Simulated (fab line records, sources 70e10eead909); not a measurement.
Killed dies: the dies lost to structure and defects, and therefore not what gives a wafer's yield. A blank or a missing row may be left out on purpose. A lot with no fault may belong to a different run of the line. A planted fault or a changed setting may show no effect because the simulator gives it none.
A lot that was struck, set against a sound lot :: flow nand-harc :: 13 out of 1302 route steps
Sound: wafers L181.2, L181.4, L181.6. Wafers struck: L178.3, L178.4, L178.5. The cause comes at the end.
At each step with rows: each side's tool, then ch and its chambers, then its first start. Under that, the readings that differ: sound wafers :: struck wafers :: difference of the means :: sigmas: that difference in standard deviations of wafers without a fault.
alike: a reading whose means differ by less than 2 such deviations, as well as words and numbers matching on both sides. not compared: withheld readings; readings where some wafer has no value; bounds like >300 that might hide an equal value; numbers whose values overlap and for which the record gives no deviation.
Wherever a step has rows on one side only, a row that says differs or no value, or a row with sigmas, the two part there. Numbers that have no deviation but don't overlap get no sigmas and don't part them. Lack of a reading on every wafer of one side parts them only where that side has two or more wafers.

first, 2 steps without rows for these wafers: NHARC_A_SLIT_PRECLEAN_19 (cleans in SC1); NHARC_A_SLIT_SRD_20.
NHARC_A_SLIT_CD_MEAS_21:
  sound on cd-sem-03 at day 26 07:39; struck on cd-sem-02 at day 26 03:37
  alike: cd-nm
then, 3 steps without rows for these wafers: NHARC_A_SIN_REMOVE_WET_00 (chemistry H3PO4, time 15300 s); NHARC_A_SIN_REMOVE_PRECLEAN_01 (cleans in SC1); NHARC_A_SIN_REMOVE_SRD_02.
NHARC_A_SIN_REMOVE_INSPECT_04:
  sound on defect-inspect-02 at day 26 15:08; struck on defect-inspect-02 at day 26 10:19
  alike: raw-defect-count
NHARC_A_WL_FILL_ALD_00: deposits Al2O3, target thk 3 nm, pulse time 3 s, ald cycles 30.
  sound on ald-hk-02 ch 0,2,3, day 26 15:11; struck on ald-hk-03 ch 0,1, day 26 11:05
reading: heater-power-w (W)
sound: 449 476 436
struck: 583 483 572
difference: +92
sigmas: +2
  alike: precursor-pulse-height-rel, susceptor-temp-C
NHARC_A_WL_FILL_RTA_01: time 5 s.
  sound on rtp-anneal-02 ch 0, day 26 15:31; struck on rtp-anneal-01 ch 0, day 26 11:34
reading: lamp-power-pct (%)
sound: 25.7 25.7 25.7
struck: 28.3 28.3 28.3
difference: +2.6
sigmas: +2

reading: lamp_zone_5_pct (%)
sound: 25.7 25.6 25.7
struck: 28.3 28.4 28.3
difference: +2.7
sigmas: +2
  alike: wafer_temp_C_max
NHARC_A_WL_FILL_ALD_02: deposits TiN, target thk 2 nm, pulse time 3 s, ald cycles 100.
  sound on ald-metal-03 ch 0,1,3, day 26 15:50; struck on ald-metal-01 ch 0,1,3, day 26 11:44
  alike: heater-power-w, precursor-pulse-height-rel, susceptor-temp-C
NHARC_A_WL_FILL_CVD_03: deposits W, target thk 40 nm, time 279 s.
  sound on cvd-w-02 ch 0,1, day 26 16:20; struck on cvd-w-02 ch 0,1, day 26 12:16
  no value came back on the struck wafers for any of 5 readings (chamber-pressure-Torr (Torr), heater-power-outer-w (W) and others); on the sound wafers chamber-pressure-Torr (Torr) reads 39.88 40.02 40.00
NHARC_A_WL_FILL_ETCHBACK_04: etches the open film in NF3, target depth 60 nm, time 120 s.
  sound on rie-metal-03 ch 0,1, day 26 16:41; struck on rie-metal-02 ch 0,1, day 26 12:36
  alike: drypump-motor-current-A, oes-product-au
  not compared: rf-hours-counter-h
-- jump in the record: it breaks off in module A_WL_FILL and resumes in module END (first step shown: number 1302 of the route), and 4 days separate the struck wafers' starts before and after --
NHARC_END_SORT_01:
  sound on prober-01 ch 0, day 30 10:03; struck on prober-01 ch 0, day 30 18:38
reading: killed-at-array
sound: 65 58 46
struck: 672 675 675
difference: +618
sigmas: +31

reading: killed-dies
sound: 71 61 51
struck: 677 677 677
difference: +616
sigmas: +32
  alike: killed-at-other, killed-at-periphery, killed-open, killed-short

== WHERE THEY PART ==
First at NHARC_A_WL_FILL_ALD_00; last, within this record, at NHARC_END_SORT_01.

WHY: what had been put in by the simulator
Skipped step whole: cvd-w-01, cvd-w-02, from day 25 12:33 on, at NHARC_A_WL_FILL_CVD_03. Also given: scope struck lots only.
